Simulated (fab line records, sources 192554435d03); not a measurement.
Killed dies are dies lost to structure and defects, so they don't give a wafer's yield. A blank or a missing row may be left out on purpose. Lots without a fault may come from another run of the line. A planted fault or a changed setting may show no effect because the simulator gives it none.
fab line records | flow n5_finfet
record lots=24 wafers=72 last_day=17
route steps=1938 shown BEOL_M6@1215 BEOL_M7@1263
lots that met no fault: from a run of the same line without faults
start_h: hours from the record's first day to the start of the lot's first wafer shown | wait_h: hours since the lot's step before | " the same as in the row above | L1.1+2: a row that stands for several wafers | - no value, or no start given | * or withheld: withheld | < > ~ a bound
route shown NAME@n: a module of which the file shows steps, and the number in the route of the first | usual: mean/standard deviation of fault-free wafers | same: alike in all rows | chamber/n: place in a boat | sites: the reading at each site | _std_site: their standard deviation | _edge_site: outer sites' mean less inner sites' | radius_mm: how far each site lies from the wafer's centre | mask NAME#n: copy n | behind: the tool/chamber that last shaped the wafer | hold: why the lot was held/for how many hours/how that ended | device: the transistor (n, p or np) that didn't switch | end of line: the same wafers' tests at the end of the route | a step without rows: its recipe alone | killed: dies lost to structure and defects at the first sort, not the wafer's yield | map: a wafer's dies, x killed, . not, _ none there
set.NAME: the setting as run; set.NAME@STEP: as run at that earlier step | model.NAME: the simulator's own value behind a step, which no gauge read
steps of the route over a sample of lots; a table a step, a row a wafer
services: from which hour (start_h, from the record's first day; less than 0 if before it) a tool's chamber was out of use, for how many hours, and why
## steps
# step N5_BEOL_M6_HM_OPEN_17
# recipe chemistry=Cl2/BCl3 target_depth_a=200 overetch_a=60 target=TiN mask_material=SOC ion_energy_ev=150 pressure_mtorr=10 icp_w=1000 bias_w=126 Cl2_flow_sccm=53.25 bcl3_flow_sccm=21.75 Ar_flow_sccm=25
# usual drypump_motor_current_A=5.4/0.41 he_backside_leak_sccm=3.4/0.38 oes_product_au=0.64/0.097 throttle_valve_pct=22.23/0.25
# columns lot.wafer tool chamber start_h wait_h drypump_motor_current_A he_backside_leak_sccm oes_product_au rf_hours_counter_h throttle_valve_pct
L074.1 rie_metal-01 0 171.09 0.0 5.9 3.2 0.69 22 22.32
L074.4 " 1 " " 5.1 3.8 0.75 - 22.18
L074.6 " 1 " " 5.1 3.8 0.75 - 22.17
L075.1 rie_metal-02 0 185.08 0.0 5.4 3.6 0.56 100 22.53
L075.2 " 1 " " 5.6 3.2 0.53 111 22.24
L075.4 " 0 " " 5.4 3.5 0.56 - 22.54
L078.1 rie_metal-03 1 193.39 0.0 4.8 3.0 0.74 16 21.94
L078.3 " 1 " " 4.8 3.2 0.73 - 21.94
L078.5 " 0 " " 6.4 3.3 0.73 - 21.64
L077.2 rie_metal-02 0 198.45 0.0 5.4 3.5 0.56 101 22.54
L077.3 " 1 " " 5.6 3.0 0.53 - 22.24
L077.4 " 0 " " 5.4 4.7 0.55 - 22.52
L076.1 rie_metal-03 1 198.55 0.0 4.9 3.1 0.73 17 21.97
L076.3 " 1 " " 4.8 3.0 0.73 - 21.97
L076.5 " 1 " " 4.8 3.0 0.74 - 21.95
L079.1 rie_metal-01 0 202.29 0.0 5.9 3.1 0.68 26 22.36
L079.2 " 1 " " 5.1 3.5 0.74 13 22.17
L079.4 " 1 " " 5.1 3.5 0.74 - 22.18
L080.2 rie_metal-01 0 211.96 0.0 5.9 3.6 0.68 28 22.33
L080.4 " 1 " " 5.1 3.9 0.75 - 22.18
L080.5 " 1 " " 5.1 3.4 0.73 - 22.19
L081.1 rie_metal-01 0 222.02 0.0 5.9 3.2 0.68 28 22.37
L081.5 " 0 " " 5.9 3.2 0.67 - 22.33
L081.6 " 1 " " 5.1 3.7 0.73 - 22.20
L083.2 rie_metal-02 1 224.72 0.1 5.6 3.3 0.53 - 22.25
L083.4 " 1 " " 5.6 3.5 0.53 - 22.26
L083.6 " 1 " " 5.6 3.1 0.53 - 22.26
L082.1 rie_metal-03 1 229.14 0.0 4.8 3.1 0.72 20 21.96
L082.4 " 1 " " 4.8 3.2 0.73 - 21.97
L082.6 " 0 " " 6.3 3.3 0.73 - 21.64
L084.1 rie_metal-02 1 231.50 0.0 5.5 3.6 0.53 116 22.27
L084.2 " 1 " " 5.6 3.5 0.53 - 22.26
L084.3 " 1 " " 5.6 3.4 0.53 - 22.27
L085.2 rie_metal-03 1 251.75 0.0 4.8 3.2 0.71 22 21.97
L085.3 " 1 " " 4.8 3.0 0.71 - 21.97
L085.6 " 1 " " 4.8 2.9 0.71 - 21.98
L086.3 rie_metal-02 0 256.78 0.1 5.4 3.5 0.54 - 22.53
L086.4 " 1 " " 5.6 3.3 0.52 - 22.27
L086.6 " 1 " " 5.6 3.4 0.53 - 22.27
L087.1 rie_metal-01 1 256.97 0.0 5.1 3.5 0.70 19 22.22
L087.2 " 0 " " 5.9 3.3 0.66 32 22.38
L087.5 " 1 " " 5.1 3.8 0.72 - 22.22
L088.3 rie_metal-02 1 261.17 0.1 5.6 5.3 0.53 - 22.27
L088.4 " 0 " " 5.4 3.6 0.56 - 22.53
L088.6 " 1 " " 5.6 3.5 0.53 - 22.25
L089.1 rie_metal-02 1 263.52 0.0 5.6 3.4 0.53 119 22.24
L089.3 " 0 " " 5.4 3.5 0.55 - 22.53
L089.4 " 1 " " 5.6 3.2 0.53 - 22.25
L090.2 rie_metal-03 1 276.67 0.1 4.8 2.9 0.71 - 21.96
L090.5 " 1 " " 4.8 3.0 0.72 - 21.94
L090.6 " 1 " " 4.8 2.9 0.71 - 21.97
L092.1 rie_metal-02 0 285.39 0.0 5.4 3.5 0.55 109 22.53
L092.2 " 0 " " 5.4 3.5 0.54 - 22.53
L092.5 " 0 " " 5.4 3.5 0.55 - 22.55
L091.1 rie_metal-01 1 286.12 0.1 5.1 3.3 0.70 21 22.20
L091.4 " 0 " " 5.9 3.5 0.65 - 22.37
L091.5 " 1 " " 5.1 3.4 0.70 - 22.23
L093.1 rie_metal-02 0 294.05 0.0 5.4 3.7 0.54 111 22.58
L093.3 " 0 " " 5.4 3.6 0.55 - 22.55
L093.4 " 0 " " 5.4 3.7 0.54 - 22.56
L095.1 rie_metal-02 0 304.36 0.0 5.4 3.7 0.54 113 22.55
L095.2 " 0 " " 5.4 3.5 0.54 - 22.56
L095.3 " 0 " " 5.4 3.6 0.54 - 22.54
L094.2 rie_metal-02 0 311.23 0.0 5.4 3.6 0.54 113 22.55
L094.3 " 1 " " 5.6 3.0 0.83 - 22.17
L094.6 " 0 " " 5.4 3.7 0.54 - 22.56
L096.1 rie_metal-03 1 313.51 0.0 4.8 3.0 0.70 31 21.97
L096.4 " 1 " " 4.8 3.3 0.70 - 21.98
L096.5 " 1 " " 4.8 3.1 0.70 - 21.97
L097.2 rie_metal-02 1 330.48 0.1 5.6 3.3 0.82 - 22.16
L097.4 " 1 " " 5.6 3.2 0.82 - 22.17
L097.5 " 1 " " 5.6 3.3 0.82 - 22.17
# step N5_BEOL_M6_CD_MEAS_18
# recipe pitch_nm=80 target_cd_nm=40
# usual cd_nm=40.3/0.72
# columns lot.wafer tool chamber start_h wait_h cd_nm
L074.1 cd_sem-01 - 171.27 0.0 41.3
L074.4 " - " " 40.6
L074.6 " - " " 41.1
L075.1 cd_sem-01 - 185.27 0.1 40.3
L075.2 " - " " 40.4
L075.4 " - " " 39.8
L078.1 cd_sem-01 - 193.60 0.0 39.3
L078.3 " - " " 39.5
L078.5 " - " " 38.3
L077.2 cd_sem-01 - 198.68 0.1 41.1
L077.3 " - " " 40.4
L077.4 " - " " 39.4
L076.1 cd_sem-02 - 198.88 0.0 39.8
L076.3 " - " " 39.4
L076.5 " - " " 39.4
L079.1 cd_sem-02 - 202.48 0.1 40.3
L079.2 " - " " 40.4
L079.4 " - " " 39.4
L080.2 cd_sem-02 - 212.23 0.1 40.1
L080.4 " - " " 39.7
L080.5 " - " " 39.9
L081.1 cd_sem-01 - 222.30 0.0 40.4
L081.5 " - " " 40.1
L081.6 " - " " 39.6
L083.2 cd_sem-01 - 224.97 0.1 40.9
L083.4 " - " " 40.1
L083.6 " - " " 40.0
L082.1 cd_sem-02 - 229.35 0.0 41.6
L082.4 " - " " 40.0
L082.6 " - " " 39.7
L084.1 cd_sem-02 - 231.90 0.0 40.6
L084.2 " - " " 39.7
L084.3 " - " " 39.2
L085.2 cd_sem-01 - 252.02 0.1 40.6
L085.3 " - " " 40.9
L085.6 " - " " 41.6
L086.3 cd_sem-01 - 256.94 0.1 41.8
L086.4 " - " " 41.7
L086.6 " - " " 41.0
L087.1 cd_sem-01 - 257.16 0.0 40.5
L087.2 " - " " 40.4
L087.5 " - " " 41.2
L088.3 cd_sem-02 - 261.33 0.1 40.2
L088.4 " - " " 40.0
L088.6 " - " " 39.5
L089.1 cd_sem-02 - 263.81 0.0 39.7
L089.3 " - " " 40.6
L089.4 " - " " 40.0
L090.2 cd_sem-02 - 277.01 0.1 39.6
L090.5 " - " " 39.5
L090.6 " - " " 40.1
L092.1 cd_sem-01 - 285.74 0.0 40.3
L092.2 " - " " 40.1
L092.5 " - " " 39.7
L091.1 cd_sem-02 - 286.30 0.0 40.6
L091.4 " - " " 41.5
L091.5 " - " " 41.5
L093.1 cd_sem-02 - 294.41 0.0 40.5
L093.3 " - " " 40.5
L093.4 " - " " 40.3
L095.1 cd_sem-01 - 304.72 0.0 40.9
L095.2 " - " " 40.6
L095.3 " - " " 40.5
L094.2 cd_sem-01 - 311.41 0.1 39.3
L094.3 " - " " 40.0
L094.6 " - " " 40.8
L096.1 cd_sem-02 - 313.78 0.0 40.9
L096.4 " - " " 41.1
L096.5 " - " " 41.3
L097.2 cd_sem-02 - 330.72 0.1 40.8
L097.4 " - " " 39.2
L097.5 " - " " 40.8
# step N5_BEOL_M6_ETCH_72
# recipe chemistry=N2/H2 target=underlayer target_depth_a=65 mask_material=CAR-EUV time_s=5.2 ion_energy_ev=200 pressure_mtorr=30 source_w=840 bias_w=150 n2_flow_sccm=200 h2_flow_sccm=200 ends=cleared
# usual drypump_motor_current_A=5.7/0.5 etch_rf_on_time_s=5.15/0.14 oes_product_au=0.69/0.067 rf_vpp_V=523.6/2.8 showerhead_plenum_p_Torr=2.53/0.089 throttle_valve_pct=17.9/0.3
# columns lot.wafer tool chamber start_h wait_h drypump_motor_current_A etch_rf_on_time_s oes_product_au rf_hours_counter_h rf_vpp_V showerhead_plenum_p_Torr throttle_valve_pct
L074.1 rie_diel-06 3 172.36 0.0 5.6 4.95 0.70 88 521.2 2.47 17.9
L074.4 " 0 " " 5.7 4.93 0.74 57 528.5 2.69 17.6
L074.6 " 2 " " 5.6 5.06 0.62 - 527.0 2.63 18.4
L075.1 rie_diel-01 0 187.57 0.0 4.7 5.32 0.61 206 524.3 2.53 17.8
L075.2 " 2 " " 6.2 5.25 0.80 9 528.7 2.59 17.7
L075.4 " 3 " " 5.4 5.17 0.76 36 522.8 2.46 17.6
L078.1 rie_diel-06 0 194.20 0.0 5.7 4.95 0.74 65 526.8 2.69 17.6
L078.3 " 3 " " 5.6 4.96 0.68 97 519.3 2.46 18.0
L078.5 " 1 " " 6.3 4.91 0.81 - 522.2 2.48 17.5
L077.2 rie_diel-01 2 200.59 0.0 6.2 5.30 0.79 13 524.8 2.59 17.7
L077.3 " 1 " " 5.0 5.32 0.61 184 521.3 2.44 18.4
L077.4 " 3 " " 5.4 5.22 0.75 40 521.5 2.46 17.6
L076.1 rie_diel-01 0 201.12 0.0 4.7 5.35 0.61 210 522.5 2.53 17.8
L076.3 " 1 " " 5.0 5.19 0.62 185 519.4 2.44 18.5
L076.5 " 3 " " 5.4 5.16 0.75 - 522.3 2.46 17.7
L079.1 rie_diel-02 0 202.95 0.0 5.6 5.08 0.75 46 528.4 2.70 17.9
L079.2 " 1 " " 6.3 5.21 0.66 158 518.5 2.44 17.7
L079.4 " 2 " " 5.8 5.02 0.76 30 525.8 2.61 17.8
L080.2 rie_diel-06 0 213.41 0.0 5.7 4.91 0.72 72 527.5 2.68 17.6
L080.4 " 2 " " 5.5 5.11 0.59 223 525.7 2.62 18.4
L080.5 " 1 " " 6.3 4.94 0.78 - 525.1 2.48 17.5
L081.1 rie_diel-01 0 223.47 0.0 4.7 5.38 0.60 219 522.1 2.53 17.8
L081.5 " 3 " " 5.4 5.26 0.73 - 522.5 2.46 17.7
L081.6 " 0 " " 4.7 5.32 0.60 - 525.6 2.53 17.8
L083.2 rie_diel-01 0 227.01 0.0 4.7 5.33 0.60 220 523.3 2.52 17.8
L083.4 " 2 " " 6.2 5.27 0.76 23 525.3 2.59 17.7
L083.6 " 2 " " 6.2 5.25 0.76 - 526.4 2.59 17.7
L082.1 rie_diel-06 1 231.60 0.0 6.3 4.96 0.78 32 523.9 2.48 17.5
L082.4 " 2 " " 5.6 5.15 0.60 224 527.1 2.62 18.4
L082.6 " 3 " " 5.5 4.96 0.68 - 520.2 2.46 18.0
L084.1 rie_diel-02 3 233.76 0.0 6.2 5.09 0.79 25 522.5 2.47 17.7
L084.2 " 1 " " 6.3 5.20 0.65 170 523.7 2.44 17.7
L084.3 " 2 " " 5.8 5.03 0.73 43 524.6 2.61 17.8
L085.2 rie_diel-01 2 253.59 0.0 6.2 5.29 0.75 34 524.8 2.58 17.7
L085.3 " 1 " " 5.0 5.23 0.60 206 520.9 2.43 18.5
L085.6 " 0 " " 4.7 5.30 0.60 - 523.1 2.52 17.9
L086.3 rie_diel-06 2 259.96 0.0 5.6 5.11 0.59 234 526.6 2.62 18.4
L086.4 " 3 " " 5.6 4.92 0.68 115 522.0 2.46 18.0
L086.6 " 2 " " 5.6 5.12 0.59 - 525.5 2.62 18.4
L087.1 rie_diel-02 3 260.14 0.0 6.1 5.13 0.77 36 523.4 2.47 17.7
L087.2 " 2 " " 5.8 5.06 0.72 52 525.0 2.60 17.8
L087.5 " 2 " " 5.8 5.11 0.73 - 524.2 2.60 17.9
L088.3 rie_diel-02 3 262.06 0.0 6.1 5.19 0.76 37 523.3 2.47 17.7
L088.4 " 0 " " 5.6 5.05 0.73 71 528.4 2.69 17.9
L088.6 " 1 " " 6.4 5.22 0.64 - 519.2 2.43 17.7
L089.1 rie_diel-02 0 264.28 0.0 5.5 5.13 0.72 72 526.9 2.69 17.9
L089.3 " 2 " " 5.8 5.08 0.72 54 525.5 2.60 17.8
L089.4 " 3 " " 6.2 5.19 0.76 38 519.6 2.46 17.7
L090.2 rie_diel-06 2 279.78 0.0 5.5 5.13 0.59 240 526.3 2.61 18.5
L090.5 " 3 " " 5.6 4.99 0.67 - 521.5 2.45 18.0
L090.6 " 0 " " 5.7 4.94 0.70 - 525.4 2.68 17.7
L092.1 rie_diel-01 0 286.58 0.0 4.7 5.38 0.58 244 522.5 2.51 17.9
L092.2 " 3 " " 5.4 5.20 0.72 65 520.3 2.45 17.7
L092.5 " 1 " " 5.0 5.18 0.59 - 519.9 2.43 18.5
L091.1 rie_diel-01 3 286.97 0.0 5.4 5.24 0.73 66 522.2 2.45 17.7
L091.4 " 0 " " 4.7 5.38 0.58 244 523.4 2.51 17.9
L091.5 " 2 " " 6.2 5.36 0.73 - 525.7 2.58 17.7
L093.1 rie_diel-02 2 295.33 0.0 5.8 5.09 0.71 66 525.4 2.60 17.9
L093.3 " 3 " " 6.1 5.19 0.74 49 520.7 2.46 17.7
L093.4 " 0 " " 5.5 5.09 0.71 83 530.5 2.68 17.9
L095.1 rie_diel-06 0 310.00 0.0 5.7 5.00 0.69 99 527.9 2.67 17.7
L095.2 " 3 " " 5.6 4.97 0.65 131 520.7 2.45 18.0
L095.3 " 1 " " 6.3 4.96 0.74 57 522.1 2.47 17.5
L094.2 rie_diel-01 2 314.55 0.0 6.2 5.43 0.72 56 525.9 2.57 17.7
L094.3 " 3 " " 5.4 5.23 0.71 75 523.4 2.44 17.7
L094.6 " 1 " " 5.0 5.25 0.59 - 517.7 2.42 18.5
L096.1 rie_diel-01 1 314.94 0.0 5.0 5.21 0.60 229 520.0 2.42 18.5
L096.4 " 3 " " 5.4 5.21 0.71 - 522.7 2.44 17.7
L096.5 " 2 " " 6.2 5.28 0.73 - 525.2 2.57 17.7
L097.2 rie_diel-02 0 331.69 0.0 5.5 5.08 0.71 92 528.0 2.68 17.9
L097.4 " 1 " " 6.3 5.27 0.62 203 520.4 2.43 17.7
L097.5 " 2 " " 5.8 5.10 0.70 - 523.0 2.59 17.9
# step N5_BEOL_M6_OCD_MEAS_38
# usual trench_depth_nm=94.8/2
# columns lot.wafer tool chamber start_h wait_h trench_depth_nm
L074.1 ocd-02 - 172.75 - 98.7
L074.4 " - " " 99.3
L074.6 " - " " 95.7
L075.1 ocd-01 - 187.96 - 91.2
L075.2 " - " " 93.6
L075.4 " - " " 93.6
L078.1 ocd-01 - 194.59 - 97.8
L078.3 " - " " 97.1
L078.5 " - " " 98.3
L077.2 ocd-02 - 200.99 - 93.7
L077.3 " - " " 92.8
L077.4 " - " " 94.2
L076.1 ocd-02 - 201.51 - 93.6
L076.3 " - " " 92.7
L076.5 " - " " 94.0
L079.1 ocd-01 - 203.35 - 95.0
L079.2 " - " " 92.3
L079.4 " - " " 95.5
L080.2 ocd-02 - 213.81 - 96.8
L080.4 " - " " 94.6
L080.5 " - " " 97.2
L081.1 ocd-02 - 223.86 - 92.9
L081.5 " - " " 93.3
L081.6 " - " " 92.7
L083.2 ocd-01 - 227.40 - 93.7
L083.4 " - " " 93.4
L083.6 " - " " 95.9
L082.1 ocd-02 - 232.00 - 98.5
L082.4 " - " " 93.1
L082.6 " - " " 97.8
L084.1 ocd-02 - 234.15 - 96.7
L084.2 " - " " 94.1
L084.3 " - " " 96.2
L085.2 ocd-01 - 253.98 - 92.4
L085.3 " - " " 92.6
L085.6 " - " " 93.2
L086.3 ocd-02 - 260.36 - 92.9
L086.4 " - " " 98.5
L086.6 " - " " 93.7
L087.1 ocd-02 - 260.53 - 96.2
L087.2 " - " " 95.7
L087.5 " - " " 95.5
L088.3 ocd-02 - 262.46 - 95.9
L088.4 " - " " 95.4
L088.6 " - " " 93.8
L089.1 ocd-01 - 264.67 - 95.8
L089.3 " - " " 95.8
L089.4 " - " " 95.7
L090.2 ocd-01 - 280.17 - 93.2
L090.5 " - " " 96.7
L090.6 " - " " 96.3
L092.1 ocd-02 - 286.97 - 93.0
L092.2 " - " " 94.3
L092.5 " - " " 94.4
L091.1 ocd-02 - 287.36 - 94.9
L091.4 " - " " 93.3
L091.5 " - " " 93.6
L093.1 ocd-02 - 295.72 - 96.3
L093.3 " - " " 95.9
L093.4 " - " " 96.2
L095.1 ocd-01 - 310.39 - 96.9
L095.2 " - " " 96.6
L095.3 " - " " 96.5
L094.2 ocd-02 - 314.94 - 91.8
L094.3 " - " " 93.9
L094.6 " - " " 92.4
L096.1 ocd-02 - 315.34 - 93.7
L096.4 " - " " 93.6
L096.5 " - " " 92.9
L097.2 ocd-01 - 332.09 - 95.4
L097.4 " - " " 93.3
L097.5 " - " " 95.3
# step N5_BEOL_M6_THK_MEAS_53
# recipe thk_meas_gauge=xrf reads=Cu_of_BEOL_M6_ECD_50
# usual M6_THK=79.8/2.4
# columns lot.wafer tool chamber start_h wait_h M6_THK[nm]
L074.1 film_metro-01 - 176.78 - 82.4
L074.4 " - " " 85.2
L074.6 " - " " 79.4
L075.1 film_metro-02 - 190.52 - 77.3
L075.2 " - " " 80.4
L075.4 " - " " 79.4
L078.1 film_metro-02 - 198.97 - 82.4
L078.3 " - " " 80.0
L078.5 " - " " 85.0
L077.2 film_metro-01 - 203.50 - 78.3
L077.3 " - " " 79.8
L077.4 " - " " 79.0
L076.1 film_metro-01 - 204.23 - 77.7
L076.3 " - " " 77.1
L076.5 " - " " 76.2
L079.1 film_metro-02 - 205.97 - 78.2
L079.2 " - " " 75.6
L079.4 " - " " 78.0
L080.2 film_metro-01 - 217.82 - 85.0
L080.4 " - " " 81.8
L080.5 " - " " 81.9
L081.1 film_metro-02 - 228.19 - 77.3
L081.5 " - " " 79.9
L081.6 " - " " 76.8
L083.2 film_metro-02 - 229.75 - 77.0
L083.4 " - " " 76.4
L083.6 " - " " 79.4
L082.1 film_metro-01 - 234.48 - 83.2
L082.4 " - " " 79.8
L082.6 " - " " 81.7
L084.1 film_metro-01 - 237.21 - 80.8
L084.2 " - " " 79.9
L084.3 " - " " 81.8
L085.2 film_metro-01 - 257.23 - 77.3
L085.3 " - " " 78.4
L085.6 " - " " 79.8
L086.3 film_metro-02 - 263.84 - 77.4
L086.4 " - " " 84.5
L086.6 " - " " 78.2
L087.1 film_metro-02 - 263.96 - 80.6
L087.2 " - " " 79.8
L087.5 " - " " 79.9
L088.3 film_metro-02 - 265.45 - 82.7
L088.4 " - " " 80.0
L088.6 " - " " 80.9
L089.1 film_metro-01 - 266.74 - 80.7
L089.3 " - " " 80.6
L089.4 " - " " 79.6
L090.2 film_metro-02 - 282.59 - 77.1
L090.5 " - " " 81.8
L090.6 " - " " 80.7
L092.1 film_metro-02 - 291.00 - 78.8
L092.2 " - " " 78.8
L092.5 " - " " 77.8
L091.1 film_metro-02 - 291.42 - 78.0
L091.4 " - " " 79.1
L091.5 " - " " 77.4
L093.1 film_metro-01 - 298.12 - 82.4
L093.3 " - " " 80.2
L093.4 " - " " 81.3
L095.1 film_metro-01 - 313.34 - 82.5
L095.2 " - " " 85.3
L095.3 " - " " 82.3
L094.2 film_metro-02 - 316.86 - 78.2
L094.3 " - " " 80.2
L094.6 " - " " 77.8
L096.1 film_metro-01 - 317.32 - 75.6
L096.4 " - " " 77.8
L096.5 " - " " 76.5
L097.2 film_metro-02 - 334.47 - 78.2
L097.4 " - " " 76.6
L097.5 " - " " 77.5
# step N5_BEOL_M7_ILD_DEP_00
# recipe material=SiCOH_lowk target_thk_a=1797.5 temp_c=300 precursor=DEMS/porogen pressure_torr=5 rf_w=500 time_s=33.4
# usual heater_power_w=314/37 showerhead_plenum_p_Torr=5.735/0.011 throttle_valve_pct=14.1/1
# columns lot.wafer tool chamber start_h wait_h heater_power_w showerhead_plenum_p_Torr throttle_valve_pct
L074.1 pecvd-01 2 176.97 0.0 270 5.736 12.3
L074.4 " 0 " " 286 5.733 13.8
L074.6 " 2 " " 280 5.730 12.4
L075.1 pecvd-01 2 190.72 0.0 326 5.725 12.6
L075.2 " 1 " " 292 5.719 15.1
L075.4 " 2 " " 327 5.729 12.6
L078.1 pecvd-04 2 199.17 0.0 301 5.735 13.4
L078.3 " 0 " " 283 5.749 13.9
L078.5 " 0 " " 285 5.737 14.2
L077.2 pecvd-02 0 203.70 0.0 334 5.728 14.5
L077.3 " 2 " " 269 5.735 13.3
L077.4 " 2 " " 272 5.749 13.5
L076.1 pecvd-01 0 204.42 0.0 284 5.753 13.8
L076.3 " 1 " " 335 5.734 15.4
L076.5 " 2 " " 274 5.722 12.5
L079.1 pecvd-04 0 206.17 0.0 267 5.733 13.9
L079.2 " 1 " " 359 5.726 16.2
L079.4 " 0 " " 272 5.740 13.8
L080.2 pecvd-01 0 218.02 0.0 301 5.730 13.9
L080.4 " 1 " " 291 5.745 15.2
L080.5 " 2 " " 280 5.728 12.5
L081.1 pecvd-02 0 228.39 0.0 294 5.743 14.3
L081.5 " 0 " " 292 5.742 14.5
L081.6 " 2 " " 284 5.724 13.4
L083.2 pecvd-02 2 229.94 0.0 286 5.721 13.2
L083.4 " 1 " " 360 5.732 14.6
L083.6 " 2 " " 285 5.728 13.4
L082.1 pecvd-02 1 234.71 0.0 384 5.763 14.4
L082.4 " 0 " " 340 5.730 14.5
L082.6 " 1 " " 391 5.757 14.4
L084.1 pecvd-01 0 237.40 0.0 292 5.739 13.8
L084.2 " 2 " " 283 5.736 12.6
L084.3 " 1 " " 329 5.736 15.4
L085.2 pecvd-04 2 257.42 0.0 362 5.750 12.8
L085.3 " 0 " " 304 5.722 13.7
L085.6 " 0 " " 293 5.752 13.9
L086.3 pecvd-02 0 264.03 0.0 353 5.723 14.7
L086.4 " 1 " " 381 5.745 14.5
L086.6 " 0 " " 345 5.733 14.6
L087.1 pecvd-01 2 264.16 0.0 315 5.734 12.2
L087.2 " 1 " " 347 5.717 15.2
L087.5 " 0 " " 309 5.745 14.1
L088.3 pecvd-01 2 265.64 0.0 300 5.723 12.9
L088.4 " 1 " " 340 5.736 15.2
L088.6 " 2 " " 311 5.716 12.7
L089.1 pecvd-04 0 266.94 0.0 312 5.733 14.0
L089.3 " 1 " " 288 5.749 15.8
L089.4 " 2 " " 355 5.736 12.3
L090.2 pecvd-04 0 282.78 0.0 300 5.729 13.9
L090.5 " 0 " " 300 5.722 13.8
L090.6 " 1 " " 299 5.733 16.1
L092.1 pecvd-04 0 291.19 0.0 285 5.741 14.0
L092.2 " 1 " " 321 5.736 16.2
L092.5 " 0 " " 301 5.727 14.0
L091.1 pecvd-02 1 291.61 0.0 357 5.752 14.4
L091.4 " 0 " " 355 5.723 14.5
L091.5 " 1 " " 360 5.727 14.5
L093.1 pecvd-04 1 298.31 0.0 322 5.744 16.0
L093.3 " 0 " " 274 5.738 13.9
L093.4 " 0 " " 276 5.730 14.0
L095.1 pecvd-02 1 313.54 0.0 356 5.744 14.5
L095.2 " 2 " " 241 5.734 13.9
L095.3 " 0 " " 350 5.739 14.7
L094.2 pecvd-02 2 317.05 0.0 258 5.715 13.4
L094.3 " 1 " " 335 5.742 14.5
L094.6 " 2 " " 259 5.746 13.6
L096.1 pecvd-02 2 317.51 0.0 225 5.729 13.9
L096.4 " 2 " " 234 5.741 13.7
L096.5 " 1 " " 363 5.742 14.4
L097.2 pecvd-02 0 334.66 0.0 348 5.727 14.5
L097.4 " 2 " " 251 5.733 13.7
L097.5 " 1 " " 367 5.769 14.5
## services
# columns tool chamber start_h hours kind
rie_diel-01 2 147.45 - clean
rie_diel-01 2 147.45 - consumable_replace:focus_ring
rie_diel-01 - 148.96 0.1 repair
rie_diel-02 1 158.46 5.5 repair
rie_metal-02 - 166.55 2.8 pm
rie_metal-01 1 176.03 10.8 repair
rie_metal-03 0 196.89 10.6 repair
rie_diel-06 - 215.62 15.6 pm
rie_metal-02 0 221.71 10.9 repair
rie_diel-02 2 235.45 2.4 repair
rie_diel-01 3 246.14 18.9 repair
rie_metal-01 1 271.26 6.8 repair
rie_metal-03 0 273.61 97.5 repair
pecvd-01 0 275.08 15.7 repair
rie_metal-02 1 282.34 - clean
rie_metal-02 1 282.34 22.9 scheduled_down
rie_metal-02 1 282.34 22.9 vent_cycle
pecvd-01 0 291.87 11.2 repair
pecvd-04 - 295.33 1.2 repair
rie_diel-01 2 299.37 5.1 repair
rie_diel-01 - 311.59 0.2 repair
rie_metal-02 0 321.42 - clean
rie_metal-02 0 321.42 29.9 scheduled_down
rie_metal-02 0 321.42 29.9 vent_cycle
## key
fault none
